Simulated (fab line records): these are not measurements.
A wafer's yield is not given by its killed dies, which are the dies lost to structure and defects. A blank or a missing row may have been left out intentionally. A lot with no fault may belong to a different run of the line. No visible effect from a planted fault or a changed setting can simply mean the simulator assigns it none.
Matching of chambers -- flow n5 finfet -- N5_BEOL_M0_SAQP_ALD_48 on ald sin-01: 4 sister chambers
The step deposits SiO2, target thk 20 nm, pulse time 1 s, co reactant pulse time 1 s. 8 wafers are shown with their chamber, then 11 later ones without.

== EACH WAFER AND ITS CHAMBER ==
wafer,chamber,heater power w (W),precursor pulse height rel
L085.1,0,90,1.012
L085.2,1,77,1.017
L085.4,2,76,1.011
L085.5,2,78,0.990
L086.3,3,61,1.020
L086.4,1,75,1.006
L086.5,3,60,1.013
L091.1,0,90,1.032

== WAFERS WITH NO CHAMBER GIVEN ==
wafer,heater power w (W),precursor pulse height rel
L091.2,78,1.004
L091.3,77,0.953
L093.2,77,0.986
L093.3,76,1.018
L093.4,60,1.002
L094.1,89,1.008
L094.5,78,1.010
L094.6,77,1.017
L097.2,91,1.026
L097.4,76,1.027
L097.5,77,1.047

== THE CHAMBER EACH PASSED THROUGH ==
wafer,from the rows above,in truth
L091.2,can't be placed: 2 or 1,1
L091.3,can't be placed: 2 or 1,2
L093.2,can't be placed: 2 or 1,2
L093.3,can't be placed: 1 or 2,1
L093.4,3,3
L094.1,0,0
L094.5,can't be placed: 2 or 1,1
L094.6,can't be placed: 1 or 2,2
L097.2,0,0
L097.4,can't be placed: 1 or 2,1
L097.5,can't be placed: 1 or 2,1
Correctly placed: 3 of 11. Can't be placed from these rows: 8 (the true chamber is among the candidates in 8). Number placed wrongly: 0.
How it was worked out, from the rows above alone: a wafer's distance from a chamber is the root of the sum, over the readings, of the square of ((its reading less the chamber's mean) divided by the reading's scatter). The wafer belongs to the nearest chamber; if the next one is less than 2 further off, it can't be placed. For every chamber, the mean is computed from those of its wafers that are shown. The scatter: the root of (the sum of the squares of (reading less its chamber's mean) over the shown wafers, divided by (wafers less chambers)).
